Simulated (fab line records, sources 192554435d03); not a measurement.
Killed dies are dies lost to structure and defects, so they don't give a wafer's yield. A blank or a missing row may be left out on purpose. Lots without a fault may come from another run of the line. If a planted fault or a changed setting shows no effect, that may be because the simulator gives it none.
Matching of chambers | flow n5-finfet | 3 sister chambers for N5_BEOL_M4_ALD_84 on ald-metal-03
The step deposits TaN, pulse time 2 s, purge time 3 s, co reactant purge time 2 s. 3 wafers are shown with their chamber, then 6 later ones without.

== WAFERS PAIRED WITH THEIR CHAMBERS ==
wafer  | chamber | heater-power-w (W)
L090.5 | 1       | 437
L090.6 | 2       | 413
L095.1 | 0       | 433

== WAFERS MISSING THEIR CHAMBER ==
wafer  | heater-power-w (W)
L095.2 | 439
L095.3 | 402
L096.4 | 432
L096.5 | 418
L097.2 | 437
L097.5 | 407

== EACH ONE'S CHAMBER ==
wafer  | from the rows above     | in truth
L095.2 | can't be placed: 1 or 0 | 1
L095.3 | 2                       | 2
L096.4 | can't be placed: 0 or 1 | 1
L096.5 | can't be placed: 2 or 0 | 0
L097.2 | can't be placed: 1 or 0 | 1
L097.5 | 2                       | 2
Placed correctly: 2 of 6. Cannot be placed on the basis of these rows: 4; the candidates contain the true chamber in 4. Placed wrongly: 0.
How it was worked out, from the rows above alone: a wafer's distance from a chamber is the root of the sum, over the readings, of the square of ((its reading less the chamber's mean) divided by the reading's scatter). If the next closest chamber is less than 2 further off than the closest, the wafer can't be placed; otherwise it belongs to the closest. The mean given for a chamber averages the wafers shown for that chamber. The scatter: with one shown wafer a chamber, the root of the mean of the squares of how far each hidden wafer lies from its nearest shown one.
